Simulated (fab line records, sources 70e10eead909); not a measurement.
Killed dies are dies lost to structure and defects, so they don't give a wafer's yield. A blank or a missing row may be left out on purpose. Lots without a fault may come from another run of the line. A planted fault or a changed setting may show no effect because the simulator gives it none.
Which tool did it? | flow nand_harc | 22 lots, 66 wafers sampled, at 6 steps of a route of 1159

WHAT THE GAUGES READ, wafer by wafer
The record holds no reading of a measuring or inspecting step that can be judged against a usual standard deviation.

WHICH TOOL RAN EACH LOT (tool, then ch and the chambers of the sampled wafers, then the start)
lot  | NHARC_A_CONTACT_ETCH_77                       | NHARC_A_CONTACT_ETCH_78                       | NHARC_A_CONTACT_ETCH_131             | NHARC_A_CONTACT_ETCH_106           | NHARC_A_CONTACT_ETCH_138             | NHARC_A_CONTACT_CMP_20
L075 | rie_diel-02 ch 0,1, day 16 21:52 or earlier   | rie_diel-02 ch 0,2, day 16 21:52 or earlier   | har_cap_etch-03 ch 0,1, day 16 21:52 | rie_diel-04 ch 0,1, day 16 23:12   | har_cap_etch-01 ch 0, day 17 03:32   | cmp-03 ch 0,2,3, day 17 15:01
L074 | rie_diel-04 ch 2,3, day 16 22:52 or earlier   | rie_diel-04 ch 1,3, day 16 22:52 or earlier   | har_cap_etch-01 ch 0,1, day 16 22:52 | rie_diel-04 ch 0,3, day 17 00:14   | har_cap_etch-02 ch 0,1, day 17 04:47 | cmp-03 ch 0,2,3, day 17 15:46
L076 | rie_diel-04 ch 0,3, day 17 07:31 or earlier   | rie_diel-04 ch 0,1,2, day 17 07:31 or earlier | har_cap_etch-03 ch 0,1, day 17 07:31 | rie_diel-04 ch 2,3, day 17 08:50   | har_cap_etch-01 ch 0,1, day 17 14:53 | cmp-03 ch 1,2,3, day 17 19:51
L078 | rie_diel-04 ch 0,2,3, day 17 17:11 or earlier | rie_diel-04 ch 1,2,3, day 17 17:11 or earlier | har_cap_etch-03 ch 0,1, day 17 17:11 | rie_diel-07 ch 0,2,3, day 17 18:33 | har_cap_etch-02 ch 0,1, day 17 23:10 | cmp-01 ch 0,1,2, day 18 04:19
L079 | rie_diel-02 ch 0,2,3, day 17 21:55 or earlier | rie_diel-02 ch 0,2, day 17 21:55 or earlier   | har_cap_etch-01 ch 0, day 17 21:55   | rie_diel-04 ch 1,2, day 17 23:19   | har_cap_etch-01 ch 0,1, day 18 04:09 | cmp-01 ch 0,2, day 18 13:26
L080 | rie_diel-04 ch 0,2, day 18 10:59 or earlier   | rie_diel-04 ch 0,2, day 18 10:59 or earlier   | har_cap_etch-03 ch 0,1, day 18 10:59 | rie_diel-04 ch 0,2, day 18 12:25   | har_cap_etch-01 ch 0,1, day 18 17:22 | cmp-01 ch 0,2,3, day 18 20:28
L081 | rie_diel-02 ch 1,3, day 18 14:46 or earlier   | rie_diel-02 ch 0,3, day 18 14:46 or earlier   | har_cap_etch-01 ch 1, day 18 14:46   | rie_diel-07 ch 0,2, day 18 16:07   | har_cap_etch-03 ch 0,1, day 19 00:45 | cmp-03 ch 0,1,2, day 19 04:04
L082 | rie_diel-02 ch 1,2,3, day 19 03:09 or earlier | rie_diel-02 ch 1,2,3, day 19 03:09 or earlier | har_cap_etch-02 ch 0,1, day 19 03:09 | rie_diel-04 ch 0,1,3, day 19 04:32 | har_cap_etch-02 ch 0,1, day 19 09:44 | cmp-04 ch 0,1,2, day 19 12:33
L083 | rie_diel-04 ch 0,1,3, day 19 04:55 or earlier | rie_diel-04 ch 1,2,3, day 19 04:55 or earlier | har_cap_etch-01 ch 0,1, day 19 04:55 | rie_diel-02 ch 1,2,3, day 19 06:20 | har_cap_etch-02 ch 0,1, day 19 11:01 | cmp-03 ch 1,2,3, day 19 13:49
L084 | rie_diel-02 ch 1,2, day 19 05:11 or earlier   | rie_diel-02 ch 1,2, day 19 05:11 or earlier   | har_cap_etch-03 ch 0,1, day 19 05:11 | rie_diel-02 ch 2,3, day 19 06:38   | har_cap_etch-03 ch 0,1, day 19 12:00 | cmp-01 ch 2,3, day 19 15:14
L086 | rie_diel-02 ch 2,3, day 19 15:19 or earlier   | rie_diel-02 ch 0,2, day 19 15:19 or earlier   | har_cap_etch-02 ch 0,1, day 19 15:19 | rie_diel-07 ch 0,1,2, day 19 16:52 | har_cap_etch-01 ch 0,1, day 19 21:55 | cmp-03 ch 1,2, day 20 04:29
L088 | rie_diel-02 ch 0,2,3, day 19 18:10 or earlier | rie_diel-02 ch 0,1,2, day 19 18:10 or earlier | har_cap_etch-03 ch 0,1, day 19 18:10 | rie_diel-04 ch 1,2,3, day 19 19:38 | har_cap_etch-03 ch 0, day 20 00:11   | cmp-04 ch 2,3, day 20 06:13
L087 | rie_diel-04 ch 1,2, day 19 18:52 or earlier   | rie_diel-04 ch 2,3, day 19 18:52 or earlier   | har_cap_etch-02 ch 0,1, day 19 18:52 | rie_diel-04 ch 1,3, day 19 20:17   | har_cap_etch-02 ch 0,1, day 20 00:34 | cmp-04 ch 1,2,3, day 20 07:45
L089 | rie_diel-07 ch 1,2, day 21 07:42 or earlier   | rie_diel-07 ch 2,3, day 21 07:42 or earlier   | har_cap_etch-03 ch 0,1, day 21 07:42 | rie_diel-04 ch 1,2,3, day 21 09:03 | har_cap_etch-03 ch 0,1, day 21 16:23 | cmp-04 ch 0,2,3, day 21 23:59
L092 | rie_diel-04 ch 0,1,3, day 21 08:50 or earlier | rie_diel-04 ch 0,1,3, day 21 08:50 or earlier | har_cap_etch-02 ch 0,1, day 21 08:50 | rie_diel-04 ch 0,2,3, day 21 10:11 | har_cap_etch-02 ch 0,1, day 21 16:57 | cmp-01 ch 0,2,3, day 22 00:40
L090 | rie_diel-07 ch 0,2,3, day 21 13:28 or earlier | rie_diel-07 ch 0,1,3, day 21 13:28 or earlier | har_cap_etch-03 ch 0, day 21 13:28   | rie_diel-04 ch 1,3, day 21 15:10   | har_cap_etch-03 ch 0,1, day 21 19:25 | cmp-01 ch 1,2, day 22 01:25
L091 | rie_diel-04 ch 0,2,3, day 21 15:28 or earlier | rie_diel-04 ch 1,2,3, day 21 15:28 or earlier | har_cap_etch-02 ch 0,1, day 21 15:28 | rie_diel-04 ch 0,1,3, day 21 16:49 | har_cap_etch-01 ch 0,1, day 21 22:00 | cmp-01 ch 2,3, day 22 02:10
L093 | rie_diel-02 ch 0,1, day 21 20:19 or earlier   | rie_diel-02 ch 0,1,3, day 21 20:19 or earlier | har_cap_etch-02 ch 0,1, day 21 20:19 | rie_diel-04 ch 1,2,3, day 21 21:41 | har_cap_etch-03 ch 0,1, day 22 02:55 | cmp-04 ch 0,1, day 22 05:56
L094 | rie_diel-07 ch 1,2, day 21 23:23 or earlier   | rie_diel-07 ch 0,1,2, day 21 23:23 or earlier | har_cap_etch-03 ch 0,1, day 21 23:23 | rie_diel-04 ch 1,2, day 22 01:01   | har_cap_etch-02 ch 0,1, day 22 06:08 | cmp-03 ch 0,2,3, day 22 12:05
L096 | rie_diel-04 ch 1,2,3, day 22 02:16 or earlier | rie_diel-04 ch 1,2,3, day 22 02:16 or earlier | har_cap_etch-01 ch 0,1, day 22 02:16 | rie_diel-07 ch 0,2,3, day 22 04:10 | har_cap_etch-03 ch 0,1, day 22 09:14 | cmp-04 ch 0,1,2, day 22 13:46
L095 | rie_diel-07 ch 1,2, day 22 08:03 or earlier   | rie_diel-07 ch 1,2,3, day 22 08:03 or earlier | har_cap_etch-01 ch 0,1, day 22 08:03 | rie_diel-07 ch 0,3, day 22 09:32   | har_cap_etch-01 ch 0,1, day 22 14:11 | cmp-03 ch 0,3, day 22 19:54
L097 | rie_diel-07 ch 0,1, day 22 17:40 or earlier   | rie_diel-07 ch 0,1,3, day 22 17:40 or earlier | har_cap_etch-03 ch 0,1, day 22 17:40 | rie_diel-02 ch 1,3, day 22 19:02   | har_cap_etch-03 ch 0,1, day 22 23:20 | cmp-04 ch 1,3, day 23 06:19
- NHARC_A_CONTACT_ETCH_77: etches the open film in CF4/CHF3, target depth 72.6 nm, time 36.3 s.
- NHARC_A_CONTACT_ETCH_78: etches the open film in O2/COS, target depth 2800 nm, time 728 s.
- NHARC_A_CONTACT_ETCH_131: etches the open film in C4F8/O2/Ar, time 155 s, target depth 956 nm.
- NHARC_A_CONTACT_ETCH_106: etches the open film in CF4/O2, target depth 60 nm, overetch 6 nm, time 33 s.
- NHARC_A_CONTACT_ETCH_138: etches the open film in C4F8/O2/Ar, time 132 s, target depth 1289 nm.
- NHARC_A_CONTACT_CMP_20: polishes, t overpolish 30 s, target thk 300 nm.

WHAT THE TOOLS THEMSELVES READ (means of the sampled wafers that have a number; where no wafer has one, the mark that the record gives instead)
NHARC_A_CONTACT_ETCH_77. Usual: bias_w 200.0 W, standard deviation 0.55; drypump_motor_current_A 5.7 A, standard deviation 0.48; mfc_ar_sccm 0.016 sccm, standard deviation 0.012; oes_product_au 0.938 a.u., standard deviation 0.021; rf_vpp_V 370.2 V, standard deviation 1.9; showerhead_plenum_p_Torr 1.56 Torr, standard deviation 0.051; throttle_valve_pct 16.802 %, standard deviation 0.0091.
lot  | tool        | bias_w (W) | drypump_motor_current_A (A) | mfc_ar_sccm (sccm) | oes_product_au (a.u.) | rf_vpp_V (V) | showerhead_plenum_p_Torr (Torr) | throttle_valve_pct (%) | flag
L075 | rie_diel-02 | 200.2      | 6.1                         | 0.006              | 0.922                 | 367.9        | 1.52                            | 16.806                 |
L074 | rie_diel-04 | 199.8      | 6.3                         | 0.007              | 0.928                 | 371.8        | 1.59                            | 16.797                 |
L076 | rie_diel-04 | 199.4      | 5.9                         | 0.009              | 0.976                 | 370.3        | 1.58                            | 16.800                 |
L078 | rie_diel-04 | 199.5      | 5.7                         | 0.016              | 0.927                 | 369.6        | 1.54                            | 16.798                 |
L079 | rie_diel-02 | 199.8      | 5.7                         | 0.015              | 0.910                 | 369.3        | 1.54                            | 16.807                 |
L080 | rie_diel-04 | 199.7      | 5.5                         | 0.024              | 0.922                 | 368.8        | 1.51                            | 16.804                 |
L081 | rie_diel-02 | 200.6      | 5.9                         | 0.021              | 0.925                 | 369.5        | 1.55                            | 16.800                 |
L082 | rie_diel-02 | 200.1      | 5.7                         | 0.021              | 0.957                 | 370.2        | 1.56                            | 16.806                 |
L083 | rie_diel-04 | 200.2      | 5.7                         | 0.014              | 0.928                 | 371.2        | 1.57                            | 16.805                 |
L084 | rie_diel-02 | 200.0      | 5.9                         | 0.017              | 0.922                 | 369.4        | 1.57                            | 16.798                 |
L086 | rie_diel-02 | 199.8      | 5.4                         | 0.024              | 0.935                 | 370.1        | 1.55                            | 16.807                 |
L088 | rie_diel-02 | 200.1      | 5.7                         | 0.015              | 0.954                 | 369.3        | 1.54                            | 16.802                 |
L087 | rie_diel-04 | 200.0      | 5.7                         | 0.018              | 0.915                 | 370.8        | 1.58                            | 16.811                 |
L089 | rie_diel-07 | 200.1      | 5.7                         | 0.013              | 0.924                 | 370.7        | 1.58                            | 16.791                 |
L092 | rie_diel-04 | 199.9      | 5.7                         | 0.014              | 0.952                 | 370.2        | 1.57                            | 16.805                 |
L090 | rie_diel-07 | 200.1      | 5.9                         | 0.019              | 0.976                 | 371.9        | 1.60                            | 16.794                 |
L091 | rie_diel-04 | 200.5      | 5.7                         | 0.016              | 0.961                 | 370.2        | 1.54                            | 16.798                 |
L093 | rie_diel-02 | 200.2      | 6.1                         | 0.012              | 0.938                 | 368.3        | 1.52                            | 16.802                 |
L094 | rie_diel-07 | 199.6      | 5.7                         | 0.013              | 0.949                 | 370.4        | 1.58                            | 16.804                 |
L096 | rie_diel-04 | 200.5      | 6.0                         | 0.013              | 0.921                 | 370.8        | 1.59                            | 16.800                 |
L095 | rie_diel-07 | 200.1      | 5.8                         | 0.013              | 0.960                 | 372.0        | 1.58                            | 16.805                 |
L097 | rie_diel-07 | 200.4      | 5.5                         | 0.011              | 0.967                 | 371.7        | 1.60                            | 16.800                 |

NHARC_A_CONTACT_ETCH_78. Usual: bias_w 300.0 W, standard deviation 0.98; drypump_motor_current_A 5.8 A, standard deviation 0.47; mfc_ar_sccm 0.016 sccm, standard deviation 0.012; oes_product_au 0.998 a.u., standard deviation 0.012; rf_vpp_V 313.9 V, standard deviation 1.7; showerhead_plenum_p_Torr 3.10 Torr, standard deviation 0.1; throttle_valve_pct 28.330 %, standard deviation 0.0092.
lot  | tool        | bias_w (W) | drypump_motor_current_A (A) | mfc_ar_sccm (sccm) | oes_product_au (a.u.) | rf_vpp_V (V) | showerhead_plenum_p_Torr (Torr) | throttle_valve_pct (%) | flag
L075 | rie_diel-02 | 300.5      | 5.9                         | 0.005              | 0.994                 | 312.2        | 3.03                            | 28.340                 |
L074 | rie_diel-04 | 299.4      | 6.0                         | 0.011              | 0.989                 | 315.9        | 3.21                            | 28.331                 |
L076 | rie_diel-04 | 299.9      | 5.4                         | 0.022              | 0.989                 | 313.8        | 3.05                            | 28.323                 |
L078 | rie_diel-04 | 299.4      | 6.0                         | 0.013              | 0.993                 | 314.0        | 3.15                            | 28.331                 |
L079 | rie_diel-02 | 299.4      | 5.9                         | 0.011              | 0.993                 | 314.3        | 3.09                            | 28.326                 |
L080 | rie_diel-04 | 299.8      | 5.5                         | 0.024              | 1.001                 | 313.3        | 2.99                            | 28.326                 |
L081 | rie_diel-02 | 299.7      | 5.8                         | 0.009              | 0.992                 | 312.9        | 3.00                            | 28.339                 |
L082 | rie_diel-02 | 299.7      | 5.8                         | 0.021              | 0.997                 | 313.2        | 3.08                            | 28.329                 |
L083 | rie_diel-04 | 299.8      | 6.0                         | 0.013              | 0.995                 | 314.1        | 3.15                            | 28.329                 |
L084 | rie_diel-02 | 300.4      | 6.1                         | 0.017              | 1.011                 | 312.9        | 3.09                            | 28.326                 |
L086 | rie_diel-02 | 299.6      | 5.9                         | 0.011              | 0.983                 | 313.7        | 3.08                            | 28.326                 |
L088 | rie_diel-02 | 301.0      | 6.0                         | 0.011              | 0.993                 | 312.6        | 3.06                            | 28.336                 |
L087 | rie_diel-04 | 300.4      | 6.0                         | 0.015              | 0.989                 | 314.5        | 3.09                            | 28.328                 |
L089 | rie_diel-07 | 300.0      | 6.0                         | 0.026              | 1.001                 | 314.5        | 3.14                            | 28.336                 |
L092 | rie_diel-04 | 299.6      | 5.7                         | 0.014              | 0.992                 | 315.2        | 3.12                            | 28.330                 |
L090 | rie_diel-07 | 300.5      | 5.8                         | 0.006              | 0.999                 | 316.0        | 3.20                            | 28.330                 |
L091 | rie_diel-04 | 301.3      | 6.0                         | 0.013              | 0.987                 | 314.3        | 3.15                            | 28.339                 |
L093 | rie_diel-02 | 300.0      | 5.9                         | 0.015              | 1.004                 | 311.7        | 3.02                            | 28.332                 |
L094 | rie_diel-07 | 300.1      | 5.7                         | 0.019              | 1.009                 | 314.9        | 3.14                            | 28.328                 |
L096 | rie_diel-04 | 299.6      | 6.0                         | 0.013              | 0.998                 | 314.4        | 3.14                            | 28.339                 |
L095 | rie_diel-07 | 300.7      | 5.9                         | 0.013              | 1.009                 | 314.8        | 3.15                            | 28.330                 |
L097 | rie_diel-07 | 300.8      | 5.8                         | 0.006              | 1.004                 | 315.1        | 3.19                            | 28.325                 |

NHARC_A_CONTACT_ETCH_106. Usual: bias_w 100.0 W, standard deviation 0.31; drypump_motor_current_A 5.8 A, standard deviation 0.47; mfc_ar_sccm 0.016 sccm, standard deviation 0.011; oes_product_au 0.997 a.u., standard deviation 0.01; rf_vpp_V 197.8 V, standard deviation 1.2; showerhead_plenum_p_Torr 1.33 Torr, standard deviation 0.046; throttle_valve_pct 13.398 %, standard deviation 0.0099.
lot  | tool        | bias_w (W) | drypump_motor_current_A (A) | mfc_ar_sccm (sccm) | oes_product_au (a.u.) | rf_vpp_V (V) | showerhead_plenum_p_Torr (Torr) | throttle_valve_pct (%) | flag
L075 | rie_diel-04 | 100.3      | 5.4                         | 0.020              | 0.995                 | 198.3        | 1.33                            | 13.397                 |
L074 | rie_diel-04 | 99.9       | 6.0                         | 0.009              | 1.003                 | 198.9        | 1.35                            | 13.399                 |
L076 | rie_diel-04 | 99.8       | 6.0                         | 0.015              | 0.993                 | 198.2        | 1.32                            | 13.404                 |
L078 | rie_diel-07 | 100.1      | 5.9                         | 0.019              | 1.008                 | 198.3        | 1.36                            | 13.400                 |
L079 | rie_diel-04 | 99.9       | 5.7                         | 0.020              | 0.996                 | 197.4        | 1.32                            | 13.388                 |
L080 | rie_diel-04 | 99.9       | 5.1                         | 0.025              | 1.005                 | 196.9        | 1.26                            | 13.396                 |
L081 | rie_diel-07 | 100.3      | 5.8                         | 0.032              | 1.011                 | 197.4        | 1.34                            | 13.404                 |
L082 | rie_diel-04 | 100.0      | 5.7                         | 0.014              | 0.997                 | 197.6        | 1.34                            | 13.393                 |
L083 | rie_diel-02 | 99.9       | 5.8                         | 0.021              | 0.988                 | 196.4        | 1.32                            | 13.391                 |
L084 | rie_diel-02 | 99.9       | 5.6                         | 0.020              | 0.987                 | 197.8        | 1.33                            | 13.405                 |
L086 | rie_diel-07 | 100.4      | 5.7                         | 0.019              | 0.989                 | 197.6        | 1.35                            | 13.403                 |
L088 | rie_diel-04 | 99.8       | 6.0                         | 0.013              | 0.992                 | 197.4        | 1.35                            | 13.403                 |
L087 | rie_diel-04 | 100.2      | 6.3                         | 0.005              | 0.999                 | 198.4        | 1.38                            | 13.398                 |
L089 | rie_diel-04 | 100.0      | 6.0                         | 0.013              | 0.999                 | 198.0        | 1.35                            | 13.398                 |
L092 | rie_diel-04 | 99.6       | 5.7                         | 0.016              | 0.993                 | 198.4        | 1.31                            | 13.396                 |
L090 | rie_diel-04 | 99.4       | 6.0                         | 0.011              | 0.992                 | 199.3        | 1.37                            | 13.398                 |
L091 | rie_diel-04 | 100.1      | 5.7                         | 0.014              | 0.999                 | 197.6        | 1.33                            | 13.389                 |
L093 | rie_diel-04 | 100.2      | 6.0                         | 0.013              | 0.993                 | 197.5        | 1.34                            | 13.404                 |
L094 | rie_diel-04 | 99.8       | 5.7                         | 0.018              | 0.992                 | 197.8        | 1.34                            | 13.395                 |
L096 | rie_diel-07 | 100.2      | 5.9                         | 0.019              | 1.015                 | 198.2        | 1.36                            | 13.399                 |
L095 | rie_diel-07 | 100.0      | 5.7                         | 0.011              | 0.999                 | 199.2        | 1.37                            | 13.405                 |
L097 | rie_diel-02 | 100.0      | 5.9                         | 0.021              | 1.000                 | 197.5        | 1.31                            | 13.400                 |

NHARC_A_CONTACT_CMP_20. Usual: motor_current_A 12.3 A, standard deviation 1.3; overpolish_run_s 29.999 s, standard deviation 0.0082; time_to_endpoint_s 59 s, standard deviation 3.7.
lot  | tool   | motor_current_A (A) | overpolish_run_s (s) | time_to_endpoint_s (s) | flag
L075 | cmp-03 | 12.0                | 29.997               | 61                     |
L074 | cmp-03 | 12.6                | 29.998               | 60                     |
L076 | cmp-03 | 12.7                | 29.993               | 64                     |
L078 | cmp-01 | 11.9                | 30.003               | 59                     |
L079 | cmp-01 | 12.8                | 30.008               | 60                     |
L080 | cmp-01 | 11.8                | 30.006               | 60                     |
L081 | cmp-03 | 12.4                | 30.003               | 54                     |
L082 | cmp-04 | 12.1                | 29.992               | 60                     |
L083 | cmp-03 | 12.7                | 30.002               | 55                     |
L084 | cmp-01 | 11.4                | 30.001               | 56                     |
L086 | cmp-03 | 11.9                | 30.001               | 56                     |
L088 | cmp-04 | 13.3                | 30.003               | 56                     |
L087 | cmp-04 | 13.2                | 29.996               | 56                     |
L089 | cmp-04 | 12.2                | 30.000               | 63                     |
L092 | cmp-01 | 11.9                | 29.997               | 62                     |
L090 | cmp-01 | 11.5                | 30.004               | 56                     |
L091 | cmp-01 | 10.6                | 30.007               | 62                     |
L093 | cmp-04 | 12.0                | 30.002               | 61                     |
L094 | cmp-03 | 12.9                | 30.000               | 60                     |
L096 | cmp-04 | 12.3                | 29.991               | 58                     |
L095 | cmp-03 | 13.2                | 29.994               | 63                     |
L097 | cmp-04 | 13.6                | 30.000               | 61                     |

THE ANSWER, worked out from the rows above alone
Rule: a lot is off if the mean of its wafers that have a number lies more than 3 standard deviations from the usual mean. A lot without any number at a reading at which 4 lots or more have one is off too. The other lots that the step has rows for count as sound. The gauges are gone through in route order, then the tools' own readings, and for those a lot's mean is taken as printed above. The first step at which some lot is off is used, and at that step the reading that is off furthest; a lot without a number counts as furthest.
No lot is off at any reading shown: from this, nothing can be told.

WHAT THE SIMULATOR HAD PUT IN
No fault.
